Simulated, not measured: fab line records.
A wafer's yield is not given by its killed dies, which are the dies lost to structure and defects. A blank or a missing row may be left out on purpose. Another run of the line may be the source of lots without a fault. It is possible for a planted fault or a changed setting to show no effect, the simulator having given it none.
fab line records + flow n5-finfet
record:
- lots: 10
- wafers: 30
- last-day: 18
route steps=1938 shown GATE_CUT@496 PASSIVATION@1936
lots that met no fault: from a run of the same line without faults
start-h: the number of hours between the record's first day and the start of the first shown wafer of the lot + wait-h: hours since the lot's step before + " repeats the value in the row above + L1.1+2: a single row standing in for several wafers + - value missing, or start not given + * or withheld: withheld + < > ~ a bound
route shown NAME@n: a module of which the file shows steps, and the number in the route of the first + usual: mean and standard deviation over wafers with no fault + same: alike in all rows + chamber/n: place in a boat + sites: per-site readings + _std_site: standard deviation of those values + _edge_site: inner sites' mean taken away from outer sites' mean + radius-mm: for every site, how far away it sits from the centre of the wafer + mask NAME#n: copy n + behind: the tool/chamber that last shaped the wafer + hold: why the lot was held/for how many hours/how that ended + device: names the non-switching transistor (n, p or np) + end of line: the tests these same wafers got at the end of their route + a step given without rows: its recipe and nothing more + killed: at the first sort, the dies lost to defects and structure; wafer yield is something else + map: per-die view of a wafer (x killed, . not killed, _ where there is no die)
set.NAME: the setting that was run; set.NAME@STEP: the one run at that earlier step + model.NAME: the simulator's own value behind a step, which no gauge read
route steps across a sampled set of lots; one table per step, one row per wafer
services: the hour from which a tool's chamber was out of use, counted from the record's first day as start-h (under 0 if before that day), plus the number of hours and why
== steps ==
step: N5_GATE_CUT_HM_OPEN_40
recipe:
- chemistry: C4F6/O2
- target: SiO2
- mask-material: SiARC
- target-depth-a: 1390
- time-s: 85.1
- ion-energy-ev: 250
- pressure-mtorr: 30
- source-w: 345
- bias-w: 185
- Ar_flow_sccm: 300
- C4F6_flow_sccm: 10
- O2_flow_sccm: 10
- ends: cleared
usual:
- bias-w: 184.9/0.51
- drypump-motor-current-A: 5.8/0.55
- etch-rf-on-time-s: 93.4/1.8
- oes-product-au: 0.74/0.065
- rf-vpp-V: 669/7.2
- showerhead-plenum-p-Torr: 2.87/0.095
- throttle-valve-pct: 20.80/0.19
| lot.wafer | tool        | chamber | start-h | wait-h | bias-w | drypump-motor-current-A | etch-rf-on-time-s | oes-product-au | rf-hours-counter-h | rf-vpp-V | showerhead-plenum-p-Torr | throttle-valve-pct |
|-----------|-------------|---------|---------|--------|--------|-------------------------|-------------------|----------------|--------------------|----------|--------------------------|--------------------|
| L859.1    | rie-diel-02 | 1       | 91.12   | 0.0    | 185.0  | 6.4                     | 91.5              | 0.86           | 5                  | 669      | 3.04                     | 20.85              |
| L859.4    | "           | 2       | "       | "      | 185.0  | 6.1                     | 91.8              | 0.78           | 38                 | 682      | 2.91                     | 20.98              |
| L859.5    | "           | 1       | "       | "      | 184.5  | 6.4                     | 93.2              | 0.86           | -                  | 670      | 3.04                     | 20.86              |
| L861.1    | rie-diel-05 | 0       | 103.71  | 0.0    | 185.1  | 5.1                     | 94.5              | 0.71           | 141                | 670      | 2.96                     | 20.69              |
| L861.4    | "           | 2       | "       | "      | 184.7  | 5.3                     | 94.1              | 0.87           | 8                  | 668      | 2.80                     | 20.73              |
| L861.5    | "           | 1       | "       | "      | 185.0  | 6.0                     | 94.0              | 0.69           | -                  | 658      | 2.85                     | 20.60              |
| L865.1    | rie-diel-02 | 2       | 124.82  | 0.0    | 184.5  | 6.2                     | 89.5              | 0.77           | 45                 | 681      | 2.90                     | 20.99              |
| L865.4    | "           | 0       | "       | "      | 184.7  | 5.7                     | 91.9              | 0.75           | 81                 | 671      | 2.89                     | 20.59              |
| L865.5    | "           | 2       | "       | "      | 184.6  | 6.2                     | 89.8              | 0.77           | -                  | 682      | 2.90                     | 20.97              |
| L866.1    | rie-diel-05 | 2       | 132.46  | 0.0    | 184.6  | 5.3                     | 94.2              | 0.85           | 16                 | 668      | 2.80                     | 20.74              |
| L866.5    | "           | 3       | "       | "      | 185.4  | 5.8                     | 96.5              | 0.70           | -                  | 671      | 2.96                     | 20.53              |
| L866.6    | "           | 2       | "       | "      | 183.7  | 5.3                     | 94.8              | 0.86           | -                  | 669      | 2.80                     | 20.73              |
| L867.1    | rie-diel-06 | 3       | 139.81  | 0.0    | 185.3  | 5.8                     | 92.5              | 0.74           | 93                 | 665      | 2.76                     | 21.07              |
| L867.4    | "           | 0       | "       | "      | 185.6  | 6.2                     | 95.6              | 0.64           | -                  | 657      | 2.83                     | 20.76              |
| L867.6    | "           | 1       | "       | "      | 185.4  | 5.1                     | 93.9              | 0.75           | -                  | 674      | 2.76                     | 20.82              |
| L873.3    | rie-diel-06 | 1       | 175.75  | 0.0    | 184.7  | 5.2                     | 94.4              | 0.73           | 86                 | 672      | 2.76                     | 20.84              |
| L873.4    | "           | 2       | "       | "      | 185.0  | 6.6                     | 96.2              | 0.64           | 232                | 662      | 2.80                     | 21.12              |
| L873.6    | "           | 2       | "       | "      | 184.6  | 6.6                     | 94.7              | 0.63           | -                  | 662      | 2.80                     | 21.12              |
| L874.1    | rie-diel-06 | 3       | 181.84  | 0.0    | 185.0  | 5.8                     | 92.7              | 0.73           | 103                | 664      | 2.76                     | 21.09              |
| L874.5    | "           | 1       | "       | "      | 185.6  | 5.2                     | 93.7              | 0.74           | -                  | 671      | 2.76                     | 20.82              |
| L874.6    | "           | 2       | "       | "      | 184.7  | 6.6                     | 94.1              | 0.63           | -                  | 660      | 2.80                     | 21.12              |
| L876.2    | rie-diel-06 | 0       | 193.22  | 0.0    | 183.9  | 6.2                     | 91.6              | 0.64           | 228                | 656      | 2.82                     | 20.78              |
| L876.4    | "           | 1       | "       | "      | 184.4  | 5.2                     | 93.1              | 0.74           | 93                 | 672      | 2.76                     | 20.85              |
| L876.5    | "           | 1       | "       | "      | 184.9  | 5.3                     | 93.6              | 0.73           | -                  | 671      | 2.76                     | 20.86              |
| L878.2    | rie-diel-02 | 2       | 204.44  | 0.0    | 185.2  | 6.1                     | 90.8              | 0.74           | 73                 | 683      | 2.89                     | 21.03              |
| L878.4    | "           | 2       | "       | "      | 185.3  | 6.1                     | 93.0              | 0.74           | -                  | 683      | 2.89                     | 21.03              |
| L878.5    | "           | 1       | "       | "      | 184.6  | 6.4                     | 93.5              | 0.79           | -                  | 670      | 3.03                     | 20.90              |
| L880.2    | rie-diel-06 | 2       | 218.76  | 0.0    | 185.5  | 6.6                     | 93.2              | 0.62           | 245                | 661      | 2.80                     | 21.14              |
| L880.4    | "           | 0       | "       | "      | 184.7  | 6.2                     | 95.1              | 0.63           | 235                | 656      | 2.82                     | 20.80              |
| L880.6    | "           | 2       | "       | "      | 185.0  | 6.6                     | 95.8              | 0.63           | -                  | 660      | 2.80                     | 21.14              |
step: N5_GATE_CUT_CUT_ETCH_53
recipe:
- chemistry: SF6/Cl2
- target: W
- mask-material: SiO2
- target-depth-a: 792
- pressure-mtorr: 8
- icp-w: 900
- bias-w: 80
- SF6_flow_sccm: 40
- Cl2_flow_sccm: 60
- ends: cleared
usual:
- bias-w: 79.96/0.22
- drypump-motor-current-A: 5.7/0.39
- etch-rf-on-time-s: 25.86/0.28
- oes-product-au: 0.71/0.12
- throttle-valve-pct: 28.90/0.16
| lot.wafer | tool         | chamber | start-h | wait-h | bias-w | drypump-motor-current-A | etch-rf-on-time-s | oes-product-au | rf-hours-counter-h | throttle-valve-pct |
|-----------|--------------|---------|---------|--------|--------|-------------------------|-------------------|----------------|--------------------|--------------------|
| L859.1    | rie-metal-02 | 0       | 91.35   | 0.1    | 79.94  | 6.0                     | 26.22             | 0.84           | 8                  | 28.76              |
| L859.4    | "            | 0       | "       | "      | 80.06  | 6.0                     | 26.05             | 0.84           | -                  | 28.77              |
| L859.5    | "            | 0       | "       | "      | 79.76  | 6.0                     | 26.10             | 0.83           | -                  | 28.75              |
| L861.1    | rie-metal-01 | 1       | 103.94  | 0.1    | 79.85  | 6.2                     | 25.68             | 0.57           | 122                | 28.94              |
| L861.4    | "            | 1       | "       | "      | 80.40  | 6.2                     | 25.47             | 0.57           | -                  | 28.94              |
| L861.5    | "            | 0       | "       | "      | 79.90  | 5.5                     | 25.85             | 0.52           | -                  | 29.27              |
| L865.1    | rie-metal-03 | 1       | 125.05  | 0.1    | 79.93  | 5.8                     | 25.87             | 0.72           | 43                 | 28.76              |
| L865.4    | "            | 0       | "       | "      | 80.08  | 4.9                     | 26.24             | 0.72           | -                  | 29.18              |
| L865.5    | "            | 1       | "       | "      | 79.67  | 5.8                     | 25.89             | 0.72           | -                  | 28.76              |
| L866.1    | rie-metal-02 | 0       | 132.68  | 0.1    | 79.92  | 6.0                     | 26.17             | 0.82           | 12                 | 28.78              |
| L866.5    | "            | 0       | "       | "      | 80.20  | 6.0                     | 26.21             | 0.82           | -                  | 28.78              |
| L866.6    | "            | 1       | "       | "      | 79.91  | 5.5                     | 25.51             | 0.63           | -                  | 28.80              |
| L867.1    | rie-metal-01 | 1       | 140.04  | 0.1    | 79.83  | 6.2                     | 25.45             | 0.57           | 125                | 28.94              |
| L867.4    | "            | 1       | "       | "      | 79.99  | 6.2                     | 25.48             | 0.57           | -                  | 28.92              |
| L867.6    | "            | 0       | "       | "      | 79.66  | 5.5                     | 25.70             | 0.86           | -                  | 28.84              |
| L873.3    | rie-metal-02 | 1       | 176.00  | 0.1    | 79.76  | 5.5                     | 25.84             | 0.62           | -                  | 28.79              |
| L873.4    | "            | 0       | "       | "      | 80.29  | 6.0                     | 26.34             | 0.81           | -                  | 28.77              |
| L873.6    | "            | 1       | "       | "      | 80.06  | 5.5                     | 25.72             | 0.62           | -                  | 28.81              |
| L874.1    | rie-metal-01 | 1       | 182.08  | 0.1    | 79.51  | 6.1                     | 26.21             | 0.55           | 128                | 28.94              |
| L874.5    | "            | 1       | "       | "      | 80.23  | 6.2                     | 26.16             | 0.55           | -                  | 28.94              |
| L874.6    | "            | 0       | "       | "      | 79.76  | 5.6                     | 26.18             | 0.83           | -                  | 28.82              |
| L876.2    | rie-metal-01 | 0       | 193.45  | 0.1    | 80.10  | 5.6                     | 25.83             | 0.83           | 6                  | 28.82              |
| L876.4    | "            | 0       | "       | "      | 79.78  | 5.6                     | 26.09             | 0.82           | -                  | 28.84              |
| L876.5    | "            | 1       | "       | "      | 79.67  | 6.2                     | 25.82             | 0.56           | -                  | 28.94              |
| L878.2    | rie-metal-03 | 0       | 204.67  | 0.1    | 80.24  | 4.9                     | 25.89             | 0.72           | 39                 | 29.19              |
| L878.4    | "            | 0       | "       | "      | 79.91  | 4.9                     | 26.26             | 0.71           | -                  | 29.17              |
| L878.5    | "            | 0       | "       | "      | 79.94  | 4.9                     | 25.90             | 0.72           | -                  | 29.19              |
| L880.2    | rie-metal-03 | 0       | 218.99  | 0.1    | 79.71  | 5.0                     | 26.22             | 0.71           | 40                 | 29.18              |
| L880.4    | "            | 1       | "       | "      | 80.23  | 5.8                     | 26.12             | 0.70           | -                  | 28.76              |
| L880.6    | "            | 1       | "       | "      | 79.87  | 5.8                     | 26.32             | 0.70           | -                  | 28.77              |
step: N5_GATE_CUT_STRIP_21
recipe:
- chemistry: N2/H2
- time-s: 30
- power-w: 1000
- temp-c: 250
- pressure-mtorr: withheld
- n2-flow-sccm: 1750
- h2-flow-sccm: 3250
usual:
- drypump-motor-current-A: 6.0/0.49
- heater-power-w: 338/52
- n2-flow-sccm: 1750/5.3
same:
- time-s: 30
| lot.wafer | tool            | chamber | start-h | wait-h | drypump-motor-current-A | heater-power-w | n2-flow-sccm | rf-hours-counter-h |
|-----------|-----------------|---------|---------|--------|-------------------------|----------------|--------------|--------------------|
| L859.1    | plasma-asher-01 | 1       | 91.64   | 0.0    | 6.5                     | 362            | 1756         | 92                 |
| L859.4    | "               | 1       | "       | "      | 6.5                     | 363            | 1760         | -                  |
| L859.5    | "               | 1       | "       | "      | 6.5                     | 361            | 1754         | -                  |
| L861.1    | plasma-asher-02 | 0       | 104.23  | 0.0    | 5.1                     | 344            | 1747         | 42                 |
| L861.4    | "               | 1       | "       | "      | 5.8                     | 401            | 1750         | -                  |
| L861.5    | "               | 0       | "       | "      | 5.1                     | 351            | 1753         | -                  |
| L865.1    | plasma-asher-02 | 1       | 125.34  | 0.0    | 5.9                     | 426            | 1747         | 45                 |
| L865.4    | "               | 0       | "       | "      | 5.1                     | 338            | 1753         | -                  |
| L865.5    | "               | 1       | "       | "      | 5.9                     | 417            | 1752         | -                  |
| L866.1    | plasma-asher-01 | 1       | 132.98  | 0.0    | 6.6                     | 359            | 1750         | 101                |
| L866.5    | "               | 1       | "       | "      | 6.5                     | 355            | 1744         | -                  |
| L866.6    | "               | 0       | "       | "      | 6.0                     | 273            | 1748         | -                  |
| L867.1    | plasma-asher-01 | 1       | 140.33  | 0.0    | 6.5                     | 361            | 1747         | 102                |
| L867.4    | "               | 1       | "       | "      | 6.5                     | 350            | 1741         | -                  |
| L867.6    | "               | 1       | "       | "      | 6.5                     | 359            | 1748         | -                  |
| L873.3    | plasma-asher-01 | 1       | 176.29  | 0.1    | 6.5                     | 359            | 1750         | -                  |
| L873.4    | "               | 0       | "       | "      | 6.1                     | 271            | 1751         | -                  |
| L873.6    | "               | 1       | "       | "      | 6.5                     | 344            | 1747         | -                  |
| L874.1    | plasma-asher-01 | 1       | 182.37  | 0.0    | 6.5                     | 352            | 1744         | 110                |
| L874.5    | "               | 1       | "       | "      | 6.5                     | 350            | 1744         | -                  |
| L874.6    | "               | 0       | "       | "      | 6.0                     | 269            | 1748         | -                  |
| L876.2    | plasma-asher-02 | 0       | 193.74  | 0.0    | 5.1                     | 348            | 1751         | 58                 |
| L876.4    | "               | 0       | "       | "      | 5.1                     | 338            | 1751         | -                  |
| L876.5    | "               | 0       | "       | "      | 5.1                     | 347            | 1747         | -                  |
| L878.2    | plasma-asher-01 | 0       | 204.96  | 0.0    | 6.1                     | 264            | 1735         | 115                |
| L878.4    | "               | 1       | "       | "      | 6.5                     | 356            | 1748         | -                  |
| L878.5    | "               | 0       | "       | "      | 6.0                     | 269            | 1743         | -                  |
| L880.2    | plasma-asher-02 | 0       | 219.28  | 0.0    | 5.1                     | 359            | 1743         | 62                 |
| L880.4    | "               | 0       | "       | "      | 5.1                     | 344            | 1747         | -                  |
| L880.6    | "               | 1       | "       | "      | 5.8                     | 411            | 1752         | -                  |
step: N5_GATE_CUT_ALD_22
recipe:
- material: SiNx
- target-thk-a: 160
- temp-c: 400
- ald-precursor-family: SiH2I2
- ald-co-reactant: N2/H2-plasma
- pulse-time-s: 1
- ald-cycles: 320
- purge-time-s: 2
- co-reactant-purge-time-s: 2
- pressure-torr: 2
usual:
- ald-cycles: 320/0
- chamber-pressure-Torr: 2.000/0.0038
- heater-power-w: 836/78
- precursor-pulse-height-rel: 1.001/0.021
same:
- co-reactant-purge-time-s: 2
| lot.wafer | tool       | chamber | start-h | wait-h | ald-cycles | chamber-pressure-Torr | heater-power-w | precursor-pulse-height-rel |
|-----------|------------|---------|---------|--------|------------|-----------------------|----------------|----------------------------|
| L859.1    | ald-sin-04 | 1       | 91.80   | 0.0    | 320        | 1.998                 | 926            | 1.013                      |
| L859.4    | "          | 0       | "       | "      | 320        | 2.002                 | 710            | 0.992                      |
| L859.5    | "          | 3       | "       | "      | 320        | 2.005                 | 903            | 0.949                      |
| L861.1    | ald-sin-02 | 1       | 104.70  | 0.3    | 320        | 2.002                 | 806            | 1.007                      |
| L861.4    | "          | 3       | "       | "      | 320        | 1.999                 | 817            | 0.968                      |
| L861.5    | "          | 0       | "       | "      | 320        | 2.005                 | 745            | 1.028                      |
| L865.1    | ald-sin-04 | 3       | 126.25  | 0.8    | 320        | 2.004                 | 900            | 0.997                      |
| L865.4    | "          | 0       | "       | "      | 320        | 1.992                 | 723            | 0.991                      |
| L865.5    | "          | 3       | "       | "      | 320        | 2.003                 | 912            | 1.031                      |
| L866.1    | ald-sin-04 | 1       | 133.13  | 0.0    | 320        | 2.001                 | 896            | 0.989                      |
| L866.5    | "          | 1       | "       | "      | 320        | 2.004                 | 893            | 0.967                      |
| L866.6    | "          | 0       | "       | "      | 320        | 2.006                 | 712            | 1.045                      |
| L867.1    | ald-sin-03 | 1       | 140.66  | 0.2    | 320        | 2.003                 | 778            | 1.013                      |
| L867.4    | "          | 2       | "       | "      | 320        | 1.991                 | 980            | 0.987                      |
| L867.6    | "          | 1       | "       | "      | 320        | 2.001                 | 756            | 1.039                      |
| L873.3    | ald-sin-04 | 1       | 176.42  | 0.0    | 212        | 2.002                 | 913            | 1.016                      |
| L873.4    | "          | 3       | "       | "      | 212        | 2.000                 | 899            | 0.998                      |
| L873.6    | "          | 1       | "       | "      | 212        | 2.000                 | 898            | 1.023                      |
| L874.1    | ald-sin-04 | 1       | 182.53  | 0.0    | 212        | 1.996                 | 909            | 1.009                      |
| L874.5    | "          | 2       | "       | "      | 212        | 1.998                 | 850            | 1.030                      |
| L874.6    | "          | 3       | "       | "      | 212        | 2.003                 | 914            | 0.977                      |
| L876.2    | ald-sin-03 | 3       | 193.89  | 0.0    | 320        | 2.000                 | 797            | 1.015                      |
| L876.4    | "          | 2       | "       | "      | 320        | 1.995                 | 969            | 1.021                      |
| L876.5    | "          | 1       | "       | "      | 320        | 2.002                 | 788            | 1.018                      |
| L878.2    | ald-sin-03 | 3       | 205.15  | 0.0    | 320        | 2.003                 | 808            | 1.014                      |
| L878.4    | "          | 2       | "       | "      | 320        | 2.004                 | 940            | 1.017                      |
| L878.5    | "          | 1       | "       | "      | 320        | 2.004                 | 787            | 1.041                      |
| L880.2    | ald-sin-02 | 0       | 219.43  | 0.0    | 320        | 2.003                 | 722            | 0.997                      |
| L880.4    | "          | 3       | "       | "      | 320        | 1.999                 | 775            | 1.005                      |
| L880.6    | "          | 0       | "       | "      | 320        | 1.998                 | 716            | 1.018                      |
step: N5_PASSIVATION_PROBE_49
usual:
- killed_at_M0_to_M3: 36/11
- killed_at_M4_up: 14/5.6
- killed-at-contacts: 11/5.6
- killed-at-front-end: 40/12
- killed-at-other: 4/3.2
- killed-dies: 105/17
- killed-open: 69/12
- killed-short: 34/8.4
same:
- gross-dies: 1180
- killed-at-back-side: 0
| lot.wafer | tool      | chamber | start-h | wait-h | killed_at_M0_to_M3 | killed_at_M4_up | killed-at-contacts | killed-at-front-end | killed-at-other | killed-dies | killed-open | killed-short |
|-----------|-----------|---------|---------|--------|--------------------|-----------------|--------------------|---------------------|-----------------|-------------|-------------|--------------|
| L873.3    | prober-02 | -       | 380.28  | 0.1    | 26                 | 11              | 8                  | 28                  | 7               | 80          | 56          | 19           |
| L873.4    | prober-02 | -       | 380.33  | 0.2    | 22                 | 12              | 8                  | 34                  | 6               | 82          | 49          | 29           |
| L873.6    | prober-02 | -       | 380.43  | 0.3    | 35                 | 5               | 9                  | 31                  | 2               | 82          | 47          | 33           |
| L874.1    | prober-02 | -       | 409.85  | 0.0    | 27                 | 14              | 14                 | 35                  | 4               | 94          | 65          | 29           |
| L874.5    | prober-02 | -       | 410.05  | 0.2    | 25                 | 32              | 7                  | 25                  | 1               | 90          | 65          | 25           |
| L876.2    | prober-01 | -       | 412.54  | 0.1    | 51                 | 20              | 8                  | 33                  | 2               | 114         | 69          | 42           |
| L876.4    | prober-01 | -       | 412.64  | 0.2    | 42                 | 8               | 13                 | 23                  | 2               | 88          | 59          | 28           |
| L876.5    | prober-01 | -       | 412.69  | 0.2    | 45                 | 16              | 22                 | 34                  | 4               | 121         | 75          | 46           |
| L878.2    | prober-01 | -       | 426.52  | 0.1    | 26                 | 25              | 6                  | 58                  | 0               | 115         | 73          | 40           |
| L878.4    | prober-01 | -       | 426.62  | 0.2    | 26                 | 20              | 8                  | 47                  | 1               | 102         | 68          | 34           |
| L878.5    | prober-01 | -       | 426.67  | 0.2    | 39                 | 7               | 12                 | 75                  | 0               | 133         | 80          | 51           |
killed by level:class
L873.3 STI_FIN_REVEAL:geometric-particle:open=12 MOL_CONTACT_COAG:geometric-particle:open=6 BEOL_M3:geometric-particle:open=6 DUMMY_GATE:geometric-particle:open=4 BEOL_M0_SAQP:geometric-particle:short=4 BEOL_M1:geometric-particle:open=4 BEOL_M2:geometric-particle:open=4 BEOL_M6:geometric-particle:open=4
L873.4 FIN_SAQP:geometric-particle:open=9 MOL_CONTACT_COAG:geometric-particle:open=7 BEOL_M0_SAQP:geometric-particle:short=6 BEOL_M0_SAQP:geometric-particle:open=5 STARTING-WAFER:geometric-particle:short=5 FIN_SAQP:geometric-particle:short=4 BEOL_M1:geometric-particle:open=4 BEOL_M4:geometric-particle:open=4
L873.6 BEOL_M0_SAQP:geometric-particle:short=12 BEOL_M0_SAQP:geometric-particle:open=9 MOL_CONTACT_COAG:geometric-particle:open=8 FIN_SAQP:geometric-particle:open=6 DUMMY_GATE:geometric-particle:open=6 BEOL_M3:geometric-particle:open=5 GATE_CUT:geometric-particle:short=4 BEOL_M2:geometric-particle:open=4
L874.1 MOL_CONTACT_COAG:geometric-particle:open=13 STI_FIN_REVEAL:geometric-particle:open=12 FIN_SAQP:geometric-particle:short=10 BEOL_M3:geometric-particle:open=10 BEOL_M2:geometric-particle:open=6 BEOL_M4:geometric-particle:open=5 BEOL_M0_SAQP:geometric-particle:short=4 DUMMY_GATE:geometric-particle:open=3
L874.5 BEOL_M4:geometric-particle:open=19 BEOL_M2:geometric-particle:open=8 BEOL_M4:geometric-particle:short=7 MOL_CONTACT_COAG:geometric-particle:open=6 BEOL_M3:geometric-particle:open=5 FIN_SAQP:geometric-particle:open=4 STI_FIN_REVEAL:geometric-particle:open=4 DUMMY_GATE:geometric-particle:open=4
L876.2 STI_FIN_REVEAL:geometric-particle:open=12 BEOL_M0_SAQP:geometric-particle:short=12 BEOL_M0_SAQP:geometric-particle:open=12 BEOL_M4:geometric-particle:short=8 FIN_SAQP:geometric-particle:open=7 MOL_CONTACT_COAG:geometric-particle:open=6 BEOL_M1:geometric-particle:open=6 BEOL_M2:geometric-particle:short=6
L876.4 MOL_CONTACT_COAG:geometric-particle:open=13 BEOL_M0_SAQP:geometric-particle:open=13 FIN_SAQP:geometric-particle:open=8 BEOL_M0_SAQP:geometric-particle:short=7 FIN_SAQP:geometric-particle:short=5 BEOL_M3:geometric-particle:open=5 BEOL_M3:geometric-particle:short=5 BEOL_M2:geometric-particle:open=4
L876.5 MOL_CONTACT_COAG:geometric-particle:open=17 FIN_SAQP:geometric-particle:open=12 BEOL_M0_SAQP:geometric-particle:short=12 FIN_SAQP:geometric-particle:short=11 BEOL_M3:geometric-particle:open=9 BEOL_M0_SAQP:geometric-particle:open=8 BEOL_M2:geometric-particle:open=7 BEOL_M4:geometric-particle:open=7
L878.2 STI_FIN_REVEAL:geometric-particle:open=16 FIN_SAQP:geometric-particle:short=13 BEOL_M4:geometric-particle:open=9 BEOL_M2:geometric-particle:open=8 BEOL_M1:geometric-particle:open=7 FIN_SAQP:geometric-particle:open=6 GATE_CUT:geometric-particle:short=5 MOL_CONTACT_COAG:geometric-particle:open=5
L878.4 FIN_SAQP:geometric-particle:open=10 FIN_SAQP:geometric-particle:short=9 BEOL_M1:geometric-particle:open=9 BEOL_M3:geometric-particle:open=8 GATE_CUT:geometric-particle:short=7 BEOL_M4:geometric-particle:open=6 MOL_CONTACT_COAG:geometric-particle:open=6 DUMMY_GATE:geometric-particle:short=5
L878.5 FIN_SAQP:geometric-particle:open=27 FIN_SAQP:geometric-particle:short=15 BEOL_M2:geometric-particle:open=12 BEOL_M1:geometric-particle:open=7 GATE_CUT:geometric-particle:short=6 MOL_CONTACT_COAG:geometric-particle:short=6 MOL_CONTACT_COAG:geometric-particle:open=6 GATE_CUT:geometric-particle:open=5
== services ==
| tool         | chamber | start-h | hours | kind           |
|--------------|---------|---------|-------|----------------|
| ald-sin-02   | 2       | 74.33   | 6.8   | repair         |
| ald-sin-03   | -       | 79.71   | 2.8   | pm             |
| ald-sin-03   | -       | 85.81   | 14.0  | pm             |
| ald-sin-03   | 0       | 85.81   | 14.0  | vent-cycle     |
| ald-sin-03   | 1       | 85.81   | 14.0  | vent-cycle     |
| rie-diel-02  | 0       | 96.26   | 6.7   | repair         |
| rie-diel-02  | -       | 97.17   | 0.2   | repair         |
| ald-sin-02   | -       | 97.52   | 6.0   | pm             |
| rie-metal-01 | 0       | 104.51  | -     | clean          |
| rie-metal-01 | 0       | 104.51  | 16.6  | scheduled-down |
| rie-metal-01 | 0       | 104.51  | 16.6  | vent-cycle     |
| ald-sin-03   | -       | 104.73  | 6.1   | pm             |
| rie-diel-02  | -       | 112.60  | 2.8   | pm             |
| ald-sin-03   | 1       | 127.01  | 11.4  | repair         |
| rie-diel-06  | 2       | 128.81  | 12.8  | repair         |
| rie-diel-06  | -       | 143.51  | 0.7   | repair         |
| rie-diel-02  | 3       | 173.20  | 15.3  | repair         |
| rie-metal-03 | 0       | 173.53  | 3.5   | repair         |
| ald-sin-02   | -       | 177.90  | 14.0  | pm             |
| rie-metal-03 | 0       | 179.32  | 4.5   | repair         |
| rie-diel-02  | 0       | 191.16  | 13.6  | repair         |
| rie-metal-01 | 1       | 206.10  | -     | clean          |
| rie-metal-01 | 1       | 206.10  | 26.7  | scheduled-down |
| rie-metal-01 | 1       | 206.10  | 26.7  | vent-cycle     |
== key ==
first-sign:
- step: N5_GATE_CUT_ALD_22
- reading: ald-cycles
- direction: down
- sigmas: 99+
- usual: *
- struck: *
effect none on later readings
met-at N5_GATE_CUT_ALD_22
struck-lots L873,L874
tester-left-out L873,L874
not-acting-at N5_GATE_CUT_HM_OPEN_40,N5_GATE_CUT_CUT_ETCH_53,N5_GATE_CUT_STRIP_21
onset-between 133.13 176.42
fault:
- kind: process-parameter-drift
- tool: ald-sin-04
- chamber: -
- onset-h: 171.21
- steps: N5_GATE_CUT_ALD_22
- channel: ald-cycles
- offset: *
- shape: step
- end-h: 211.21
- acts-in: *
- stated: *
tester-left-out: of these lots the tester's yield and bins aren't shown, on N5 and GAA mostly nor the transistor test; their killed dies are dies lost to structure and defects alone, not to doping, threshold or leakage, so they don't give the yield
